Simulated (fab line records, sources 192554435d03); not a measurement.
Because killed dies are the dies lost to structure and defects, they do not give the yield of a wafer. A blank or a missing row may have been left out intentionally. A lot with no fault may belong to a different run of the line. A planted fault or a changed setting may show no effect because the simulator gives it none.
Split-lot study + flow n5-finfet + route with 1938 steps; 7 lots, 39 wafers read

== ON THE SPLIT ==
At N5_DUMMY_GATE_ETCH_42 (etches SiO2 in CHF3/O2, target depth 3.5 nm, time 31 s), the setting bias-w was moved away from the recipe's 12 W on 15 of the 39 wafers read, by -17.4% to -11.7%. For the rest of the wafers, this setting stayed at what the recipe calls for.

The split's own step is where the reading is taken.

== THE READING ==
rf-vpp-V, in V, at N5_DUMMY_GATE_ETCH_42 (etches SiO2 in CHF3/O2, target depth 3.5 nm, time 31 s). A value of 42.5 V with a standard deviation of 1.1 V is what fault-free wafers of this fab line usually give.

| wafer  | tool, chamber at the split | bias-w as run, W | against the recipe | rf-vpp-V, V | against lot-mates on the recipe |
|--------|----------------------------|------------------|--------------------|-------------|---------------------------------|
| L078.1 | rie-diel-05, 2             | 12               | recipe             | 43.8        | -                               |
| L078.2 | rie-diel-05, 1             | 12               | recipe             | 43.4        | -                               |
| L078.3 | rie-diel-05, 3             | 12               | recipe             | 42.9        | -                               |
| L078.4 | rie-diel-05, 0             | 12               | recipe             | 44.0        | -                               |
| L078.5 | rie-diel-05, 3             | 12               | recipe             | 43.5        | -                               |
| L078.6 | rie-diel-05, 2             | 12               | recipe             | 44.2        | -                               |
| L081.1 | rie-diel-06, 2             | 10.6             | -11.7%             | 38.7        | -3.2                            |
| L081.2 | rie-diel-06, 1             | 10.6             | -11.7%             | 36.9        | -5.0                            |
| L081.3 | rie-diel-06, 3             | 10.6             | -11.7%             | 39.1        | -2.8                            |
| L081.4 | rie-diel-06, 0             | 12               | recipe             | 42.2        | -                               |
| L081.5 | rie-diel-06, 1             | 12               | recipe             | 41.4        | -                               |
| L081.6 | rie-diel-06, 2             | 12               | recipe             | 42.2        | -                               |
| L082.1 | rie-diel-05, 0             | 10.36            | -13.7%             | 38.6        | -5.1                            |
| L082.2 | rie-diel-05, 1             | 10.36            | -13.7%             | 39.0        | -4.7                            |
| L082.3 | rie-diel-05, 2             | 12               | recipe             | 44.0        | -                               |
| L082.4 | rie-diel-05, 3             | 10.36            | -13.7%             | 37.1        | -6.6                            |
| L082.5 | rie-diel-05, 1             | 12               | recipe             | 44.9        | -                               |
| L082.6 | rie-diel-05, 0             | 12               | recipe             | 42.1        | -                               |
| L084.1 | rie-diel-01, 2             | 12               | recipe             | 41.9        | -                               |
| L084.3 | rie-diel-01, 0             | 12               | recipe             | 42.0        | -                               |
| L084.4 | rie-diel-01, 1             | 12               | recipe             | 43.8        | -                               |
| L090.1 | rie-diel-01, 2             | 12               | recipe             | 41.8        | -                               |
| L090.2 | rie-diel-01, 1             | 12               | recipe             | 42.7        | -                               |
| L090.3 | rie-diel-01, 3             | 10.22            | -14.8%             | 37.2        | -5.2                            |
| L090.4 | rie-diel-01, 1             | 10.22            | -14.8%             | 38.0        | -4.4                            |
| L090.5 | rie-diel-01, 2             | 10.22            | -14.8%             | 37.1        | -5.3                            |
| L090.6 | rie-diel-01, 3             | 12               | recipe             | 42.8        | -                               |
| L092.1 | rie-diel-06, 3             | 12               | recipe             | 43.4        | -                               |
| L092.2 | rie-diel-06, 0             | 10.16            | -15.3%             | 36.6        | -5.8                            |
| L092.3 | rie-diel-06, 3             | 10.16            | -15.3%             | 36.6        | -5.8                            |
| L092.4 | rie-diel-06, 0             | 10.16            | -15.3%             | 36.3        | -6.1                            |
| L092.5 | rie-diel-06, 3             | 12               | recipe             | 43.2        | -                               |
| L092.6 | rie-diel-06, 0             | 12               | recipe             | 40.6        | -                               |
| L093.1 | rie-diel-06, 3             | 12               | recipe             | 41.6        | -                               |
| L093.2 | rie-diel-06, 0             | 9.914            | -17.4%             | 35.3        | -6.9                            |
| L093.3 | rie-diel-06, 3             | 12               | recipe             | 43.0        | -                               |
| L093.4 | rie-diel-06, 0             | 9.914            | -17.4%             | 35.8        | -6.4                            |
| L093.5 | rie-diel-06, 3             | 12               | recipe             | 42.1        | -                               |
| L093.6 | rie-diel-06, 0             | 9.914            | -17.4%             | 35.9        | -6.3                            |

FIT RESULTS
A straight line over all 39 wafers: rf-vpp-V changes by +0.387 V for each +1% of bias-w; r = +0.95; the points scatter about the line by 0.95 V.
The same after taking each lot's own level away (the mean of its wafers on the recipe; 39 wafers): +0.368 V for each +1%; r = +0.96; scatter 0.78 V.
The reading moves by 6.4 V for the largest change in bias-w, on that fit.
The span of the lots' own levels, 41.93 to 43.67 V, comes to 1.6 times the standard deviation stated above.
The two slopes are in agreement: the lot-to-lot level therefore moves the slope only a little.
Check: with one of the wafers moved furthest among these (-17.4%) left out of the fit, the line predicts -6.32 V for it against its lot-mates. It came out at -6.93 V against them.
Tool readings at the split's step, against how far the setting was moved: rf-vpp-V r = +0.95.

== THE OTHER SPLITS THESE WAFERS WENT THROUGH ==
Note: prior to the reading, these wafers also went through further splits. Each is held against what the fit with the lots' levels taken away leaves over:
| other split on the same wafers    | wafers away from the commonest value | r with rf-vpp-V (lot level and that fit taken away) |
|-----------------------------------|--------------------------------------|-----------------------------------------------------|
| N5_WELL_APT_IMPLANT_14 energy-kev | 9                                    | +0.06                                               |
| N5_FIN_SAQP_HM_DEP_03 time-s      | 18                                   | +0.10                                               |

== THE FILE'S OWN FIT ==
rf-vpp-V changes by +0.366 V for each +1% of bias-w, r = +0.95.
